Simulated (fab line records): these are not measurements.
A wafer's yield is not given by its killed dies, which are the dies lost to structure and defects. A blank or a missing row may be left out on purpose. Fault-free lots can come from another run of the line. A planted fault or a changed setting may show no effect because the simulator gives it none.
Split-lot experiment | flow n5_finfet | route with 1938 steps; 7 lots, 39 wafers read

== ON THE SPLIT ==
At N5_DUMMY_GATE_ETCH_32 (etches SiO2 in CF4, target depth 3.5 nm, time 3.9 s), the setting time_s was moved away from the recipe's 3.9 s on 12 of the 39 wafers read, by -20.5% to +15.6%. For the rest of the wafers, this setting stayed at what the recipe calls for.

The reading is taken at the split's own step.

== THE READING ==
etch.depth_nm (the simulator's own value, which no gauge read), in nm, at N5_DUMMY_GATE_ETCH_32 (etches SiO2 in CF4, target depth 3.5 nm, time 3.9 s). The file does not state a usual value for it. Here, 27 wafers ran the recipe; their average is 3.496 nm with a standard deviation of 0.069 nm.

wafer  | tool, chamber at the split | time_s as run, s | against the recipe | etch.depth_nm, nm | against lot-mates on the recipe
L076.1 | rie_si-02, 3               | 3.9              | recipe             | 3.417             | -
L076.2 | rie_si-02, 2               | 3.9              | recipe             | 3.498             | -
L076.3 | rie_si-02, 1               | 3.9              | recipe             | 3.598             | -
L076.4 | rie_si-02, 0               | 3.9              | recipe             | 3.527             | -
L076.5 | rie_si-02, 1               | 3.9              | recipe             | 3.594             | -
L076.6 | rie_si-02, 2               | 3.9              | recipe             | 3.502             | -
L079.1 | rie_si-01, 0               | 3.594            | -7.8%              | 3.224             | -0.242
L079.2 | rie_si-01, 1               | 3.594            | -7.8%              | 3.098             | -0.368
L079.3 | rie_si-01, 3               | 3.9              | recipe             | 3.483             | -
L079.4 | rie_si-01, 2               | 3.9              | recipe             | 3.55              | -
L079.5 | rie_si-01, 0               | 3.594            | -7.8%              | 3.222             | -0.244
L079.6 | rie_si-01, 1               | 3.9              | recipe             | 3.365             | -
L084.1 | rie_si-02, 3               | 3.9              | recipe             | 3.452             | -
L084.2 | rie_si-02, 0               | 3.9              | recipe             | 3.504             | -
L084.3 | rie_si-02, 1               | 3.9              | recipe             | 3.548             | -
L084.4 | rie_si-02, 2               | 3.9              | recipe             | 3.535             | -
L084.5 | rie_si-02, 1               | 3.9              | recipe             | 3.516             | -
L084.6 | rie_si-02, 0               | 3.9              | recipe             | 3.505             | -
L087.1 | rie_si-02, 2               | 3.9              | recipe             | 3.527             | -
L087.5 | rie_si-02, 2               | 3.9              | recipe             | 3.527             | -
L087.2 | rie_si-02, 0               | 3.1              | -20.5%             | 2.758             | -0.770
L087.3 | rie_si-02, 3               | 3.1              | -20.5%             | 2.736             | -0.792
L087.4 | rie_si-02, 1               | 3.9              | recipe             | 3.529             | -
L087.6 | rie_si-02, 1               | 3.1              | -20.5%             | 2.801             | -0.727
L089.1 | rie_si-04, 0               | 4.508            | +15.6%             | 3.915             | +0.403
L089.2 | rie_si-04, 2               | 3.9              | recipe             | 3.383             | -
L089.3 | rie_si-04, 3               | 3.9              | recipe             | 3.617             | -
L089.4 | rie_si-04, 1               | 3.9              | recipe             | 3.536             | -
L089.5 | rie_si-04, 3               | 4.508            | +15.6%             | 4.241             | +0.729
L089.6 | rie_si-04, 0               | 4.508            | +15.6%             | 3.895             | +0.383
L092.1 | rie_si-02, 1               | 3.9              | recipe             | 3.502             | -
L092.4 | rie_si-02, 3               | 3.9              | recipe             | 3.441             | -
L092.6 | rie_si-02, 1               | 3.9              | recipe             | 3.507             | -
L094.1 | rie_si-04, 1               | 3.9              | recipe             | 3.504             | -
L094.2 | rie_si-04, 2               | 3.54             | -9.2%              | 3.069             | -0.338
L094.3 | rie_si-04, 0               | 3.9              | recipe             | 3.349             | -
L094.4 | rie_si-04, 3               | 3.54             | -9.2%              | 3.303             | -0.104
L094.5 | rie_si-04, 2               | 3.9              | recipe             | 3.369             | -
L094.6 | rie_si-04, 3               | 3.54             | -9.2%              | 3.309             | -0.098

FIT RESULTS
A straight line over all 39 wafers: etch.depth_nm changes by +0.0346 nm for each +1% of time_s; r = +0.95; the points scatter about the line by 0.085 nm.
The same after taking each lot's own level away (the mean of its wafers on the recipe; 39 wafers): +0.0339 nm for each +1%; r = +0.95; scatter 0.088 nm.
That fit puts the effect of the largest move of time_s on the reading at 0.69 nm.
Across the lots, their own levels run from 3.4073 to 3.5277 nm, a range of 1.8 times the standard deviation given above.
Consequently the slope shifts little with the lot-to-lot level, the two slopes agreeing.
Check: for one of the wafers moved furthest among these (-20.5%), held out of the fit, the line's prediction against its lot-mates is -0.676 nm. It came out at -0.77 nm against them.

== THE OTHER SPLITS THESE WAFERS WENT THROUGH ==
Other splits were also applied to these wafers ahead of the reading. Each is held against what the fit with the lots' levels taken away leaves over:
other split on the same wafers       | wafers away from the commonest value | r with etch.depth_nm (lot level and that fit taken away)
N5_DUMMY_GATE_ETCH_37 source_w       | 15                                   | +0.07
N5_DUMMY_GATE_ETCH_31 target_depth_a | 6                                    | +0.12

== THE FILE'S OWN FIT ==
etch.depth_nm changes by +0.0338 nm for each +1% of time_s, r = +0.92.
